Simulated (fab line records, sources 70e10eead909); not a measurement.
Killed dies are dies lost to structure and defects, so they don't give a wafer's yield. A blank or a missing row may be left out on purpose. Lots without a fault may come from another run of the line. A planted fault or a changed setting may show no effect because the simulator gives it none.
One fault seen from 3 desks | flow nand_harc | each desk has only its own numbers; what lay behind them comes last

THE METROLOGY DESK
What the gauges read, lot by lot, whatever tool the lot ran on: means of the sampled wafers that have a number. A lot is out of limits, marked OUT, if its mean lies more than 4 standard deviations from the usual mean; the brackets give that distance.
Columns: A = cd_nm at NHARC_A_CONTACT_CD_MEAS_15, usual 190.1 nm
lot  | first seen here | A
L841 | day 22 17:28    | 190.3
L843 | day 23 21:58    | 190.1
L844 | day 24 03:21    | 189.6
L852 | day 27 07:18    | 189.5
L854 | day 28 01:49    | 190.7
L853 | day 28 04:08    | 189.8
L857 | day 29 06:23    | 188.9
L856 | day 29 09:49    | 190.3
L859 | day 30 00:03    | 190.9
L860 | day 31 05:40    | 190.1
L862 | day 31 11:43    | 190.2
L863 | day 32 14:48    | 190.6
This desk's finding: nothing out of limits on any of the 12 lots.

THE TOOL OWNER'S DESK: cvd_w-02
The tool's own readings at NHARC_A_CONTACT_CVD_19 (deposits W, target thk 300 nm, time 802 s): means of the sampled wafers that have a number, for each lot that ran on this tool. A lot is out of limits, marked OUT, if its mean lies more than 4 standard deviations from the usual mean; the brackets give that distance.
Columns: A = heater_power_outer_w at NHARC_A_CONTACT_CVD_19, usual 250 W; B = heater_power_w at NHARC_A_CONTACT_CVD_19, usual 460 W; C = throttle_valve_pct at NHARC_A_CONTACT_CVD_19, usual 7.9 %
lot  | first seen here | A   | B   | C
L841 | day 22 18:52    | 233 | 427 | 8.6
L843 | day 23 23:14    | 235 | 434 | 8.3
L844 | day 24 04:29    | 244 | 439 | 8.0
L854 | day 28 03:10    | 225 | 419 | 8.0
L857 | day 29 07:43    | 236 | 421 | 7.7
L860 | day 31 06:48    | 236 | 433 | 7.7
L862 | day 31 13:09    | 226 | 414 | 8.0
This desk's finding: nothing out of limits on any of the 7 lots.

THE DEFECT DESK
What the inspections along the route counted, lot by lot: means of the sampled wafers that have a number. A lot is out of limits, marked OUT, if its mean lies more than 4 standard deviations from the usual mean; the brackets give that distance.
Columns: A = raw_defect_count at NHARC_A_CONTACT_INSPECT_23, usual 519
lot  | first seen here | A
L841 | day 22 20:40    | 523
L843 | day 24 00:24    | 541
L844 | day 24 05:48    | 457
L852 | day 27 09:44    | 587
L854 | day 28 04:27    | 492
L853 | day 28 06:37    | 375
L857 | day 29 08:53    | 601
L856 | day 29 12:15    | 548
L859 | day 30 02:32    | 591
L860 | day 31 08:05    | 485
L862 | day 31 14:13    | 480
L863 | day 32 17:15    | 483
This desk's finding: nothing out of limits on any of the 12 lots.

PUT TOGETHER
The metrology desk saw nothing out of limits.
The tool owner's desk saw nothing out of limits.
The defect desk saw nothing out of limits.

WHAT THE SIMULATOR HAD PUT IN
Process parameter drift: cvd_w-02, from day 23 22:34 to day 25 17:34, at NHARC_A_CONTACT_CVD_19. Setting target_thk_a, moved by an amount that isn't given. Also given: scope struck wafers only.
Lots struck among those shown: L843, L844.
